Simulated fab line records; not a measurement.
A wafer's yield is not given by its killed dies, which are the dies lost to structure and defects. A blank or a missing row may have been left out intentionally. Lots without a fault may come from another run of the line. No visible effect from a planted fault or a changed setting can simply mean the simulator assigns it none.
Lot-split experiment	flow n5_finfet	7 lots, 21 wafers read, on a route of 1938 steps

== ABOUT THE SPLIT ==
At N5_BEOL_M10_COAT_05 (resist thk 90 nm), the setting spin_rpm was moved away from the recipe's 1500 rpm on 12 of the 21 wafers read, by -7.7% to +8.3%. For the rest of the wafers, this setting stayed at what the recipe calls for.

== FROM THE SPLIT TO THE READING: what the file shows between them, 3 steps ==
- N5_BEOL_M10_EBR_07
- N5_BEOL_M10_SOFTBAKE_06: time 60 s
- N5_BEOL_M10_DESCUM_16: chemistry O2, time 7.9 s

== THE READING ==
CAR-ArF_of_BEOL_M10_COAT_05.thk_nm (the simulator's own value, which no gauge read), in nm, at N5_BEOL_M10_ETCH_61 (etches SiARC in CF4, target depth 39 nm, time 65 s). No usual value for it is given in the file. Here, 9 wafers ran the recipe; their average is 55.2 nm with a standard deviation of 0.47 nm.

wafer	tool, chamber at the split	spin_rpm as run, rpm	against the recipe	CAR-ArF_of_BEOL_M10_COAT_05.thk_nm, nm	against lot-mates on the recipe
L079.1	litho_track-05, 0	1500	recipe	55.2	-
L079.3	litho_track-05, 0	1500	recipe	55.4	-
L079.4	litho_track-05, 0	1500	recipe	55.2	-
L078.2	litho_track-04, 0	1606	+7.1%	53.2	-3.2
L078.3	litho_track-04, 0	1500	recipe	56.4	-
L078.6	litho_track-04, 0	1606	+7.1%	52.2	-4.2
L084.3	litho_track-04, 0	1611	+7.4%	52.4	-2.8
L084.4	litho_track-04, 0	1611	+7.4%	52.2	-3.0
L084.5	litho_track-04, 0	1500	recipe	55.2	-
L085.3	litho_track-05, 0	1625	+8.3%	52	no lot-mate on the recipe
L085.4	litho_track-05, 0	1625	+8.3%	51.8	no lot-mate on the recipe
L085.5	litho_track-05, 0	1625	+8.3%	52.2	no lot-mate on the recipe
L088.1	litho_track-03, 0	1385	-7.7%	60.2	+5.0
L088.3	litho_track-03, 0	1500	recipe	55.2	-
L088.4	litho_track-03, 0	1385	-7.7%	58.6	+3.4
L091.2	litho_track-04, 0	1500	recipe	54.6	-
L091.3	litho_track-04, 0	1438	-4.1%	57.2	+2.5
L091.6	litho_track-04, 0	1500	recipe	54.8	-
L097.2	litho_track-05, 0	1431	-4.6%	57.6	+2.4
L097.3	litho_track-05, 0	1500	recipe	55.2	-
L097.5	litho_track-05, 0	1431	-4.6%	57.2	+2.0

THE FIT
A straight line over all 21 wafers: CAR-ArF_of_BEOL_M10_COAT_05.thk_nm changes by -0.434 nm for each +1% of spin_rpm; r = -0.98; the points scatter about the line by 0.53 nm.
The same after taking each lot's own level away (the mean of its wafers on the recipe; 18 wafers): -0.492 nm for each +1%; r = -0.98; scatter 0.46 nm.
That fit puts the effect of the largest move of spin_rpm on the reading at 4.1 nm.
The lots' own levels span 54.70 to 56.40 nm, that is 3.6 times the standard deviation above.
Thus the slope moves with the lot-to-lot level: the two fits are different.
Check: for one of the wafers moved furthest among these (-7.7%), held out of the fit, the line's prediction against its lot-mates is +3.61 nm. It came out at +5 nm against them.

== FURTHER SPLITS ON THESE WAFERS ==
Other splits were also applied to these wafers ahead of the reading. Each is held against what the fit with the lots' levels taken away leaves over:
other split on the same wafers	wafers away from the commonest value	r with CAR-ArF_of_BEOL_M10_COAT_05.thk_nm (lot level and that fit taken away)
N5_BEOL_M10_COAT_60 spin_rpm	7	+0.43

== THE WHOLE CHAIN: every reading that the file lists as answering this split, in the file's order ==
step	what it does	reading	change (the file's fit)	r (the file's)
N5_BEOL_M10_COAT_05	resist thk 90 nm	CAR-ArF_of_BEOL_M10_COAT_05.thk_nm (the simulator's own value, which no gauge read)	-0.434 nm for each +1% of the setting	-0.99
N5_BEOL_M10_DESCUM_16	chemistry O2, time 7.9 s	CAR-ArF_of_BEOL_M10_COAT_05.thk_nm (the simulator's own value, which no gauge read)	-0.441 nm for each +1% of the setting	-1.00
N5_BEOL_M10_ETCH_61	etches SiARC in CF4, target depth 39 nm, time 65 s	CAR-ArF_of_BEOL_M10_COAT_05.thk_nm (the simulator's own value, which no gauge read)	-0.497 nm for each +1% of the setting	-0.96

== FILE'S OWN FIT ==
CAR-ArF_of_BEOL_M10_COAT_05.thk_nm changes by -0.497 nm for each +1% of spin_rpm, r = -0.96.
